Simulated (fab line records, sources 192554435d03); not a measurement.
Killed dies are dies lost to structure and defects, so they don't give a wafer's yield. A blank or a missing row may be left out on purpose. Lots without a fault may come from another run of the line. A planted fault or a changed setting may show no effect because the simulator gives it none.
Which tool did it? | flow n5_finfet | 10 lots, 30 wafers sampled, at 3 steps of a route of 1938

WHAT THE GAUGES READ, wafer by wafer
N5_BEOL_M13_CD_MEAS_28: target cd 209.5 nm.
lot  | measured     | on        | cd_nm (nm)
L201 | day 11 12:28 | cd_sem-02 | 211.9 209.9 209.0
L204 | day 11 19:29 | cd_sem-01 | 205.3 212.5 211.1
L212 | day 14 11:54 | cd_sem-02 | 210.3 210.7 211.5
L213 | day 14 19:55 | cd_sem-03 | 212.3 212.0 209.7
L215 | day 15 05:33 | cd_sem-02 | 210.9 210.9 212.2
L218 | day 15 06:01 | cd_sem-03 | 212.6 210.9 212.6
L217 | day 15 06:14 | cd_sem-03 | 210.5 211.3 209.6
L219 | day 15 17:11 | cd_sem-02 | 211.7 210.1 209.9
L223 | day 16 13:22 | cd_sem-03 | 209.6 210.9 209.2
L221 | day 16 13:34 | cd_sem-03 | 211.7 211.3 212.2

N5_BEOL_M13_OVL_MEAS_29.
lot  | measured     | on         | M13_OVL (nm)
L201 | day 11 12:30 | overlay-02 | 4 1 -2
L204 | day 11 19:31 | overlay-02 | 9 8 2
L212 | day 14 11:55 | overlay-01 | -6 3 -7
L213 | day 14 19:56 | overlay-02 | 3 1 5
L215 | day 15 05:35 | overlay-02 | 0 -8 -3
L218 | day 15 06:03 | overlay-02 | 0 5 0
L217 | day 15 06:16 | overlay-01 | -1 -6 -8
L219 | day 15 17:12 | overlay-02 | 2 2 -4
L223 | day 16 13:23 | overlay-02 | 5 0 -3
L221 | day 16 13:35 | overlay-02 | -10 -4 -8

WHICH TOOL RAN EACH LOT (tool, then ch and the chambers of the sampled wafers, then the start)
lot  | N5_BEOL_M13_PEB_26
L201 | litho_track-04 ch 0, day 11 12:21
L204 | litho_track-02 ch 0, day 11 19:22
L212 | litho_track-04 ch 0, day 14 11:47
L213 | litho_track-02 ch 0, day 14 19:47
L215 | litho_track-02 ch 0, day 15 05:26
L218 | litho_track-02 ch 0, day 15 05:54
L217 | litho_track-04 ch 0, day 15 06:07
L219 | litho_track-02 ch 0, day 15 17:04
L223 | litho_track-01 ch 0, day 16 13:14
L221 | litho_track-02 ch 0, day 16 13:27
- N5_BEOL_M13_PEB_26: peb time 90 s.

WHAT THE TOOLS THEMSELVES READ (means of the sampled wafers that have a number; where no wafer has one, the mark that the record gives instead)
N5_BEOL_M13_PEB_26.
lot  | tool           | heater_power_total_W (W)
L201 | litho_track-04 | 172.5
L204 | litho_track-02 | 180.9
L212 | litho_track-04 | 172.4
L213 | litho_track-02 | 171.8
L215 | litho_track-02 | 172.4
L218 | litho_track-02 | 172.8
L217 | litho_track-04 | 172.1
L219 | litho_track-02 | 171.9
L223 | litho_track-01 | 172.6
L221 | litho_track-02 | 172.2

THE ANSWER, worked out from the rows above alone
Rule: what is usual is taken from the lots themselves. Put in order of their means at a reading, lots are off if they are a third of the lots or fewer, leave a main group of 4 or more, and stand apart from it by a gap of 3 or more times the standard deviation of the main group's means; of several such gaps the widest counts. A main group whose means are all the same, to the digits that the tables above print for the reading, isn't used. A lot without any number at a reading at which 4 lots or more have one is off too. The other lots that the step has rows for count as sound. The gauges are gone through in route order, then the tools' own readings, and for those a lot's mean is taken as printed above. The first step at which some lot is off is used, and at that step the reading that is off furthest; a lot without a number counts as furthest.
Off: L204, at N5_BEOL_M13_PEB_26 (heater_power_total_W). The main group: mean 172.3 W, standard deviation 0.31.
A tool fits if, at that step or a process step before it, it ran every lot that is off, and no sound lot after the first of them. None of those tried fits.

WHAT THE SIMULATOR HAD PUT IN
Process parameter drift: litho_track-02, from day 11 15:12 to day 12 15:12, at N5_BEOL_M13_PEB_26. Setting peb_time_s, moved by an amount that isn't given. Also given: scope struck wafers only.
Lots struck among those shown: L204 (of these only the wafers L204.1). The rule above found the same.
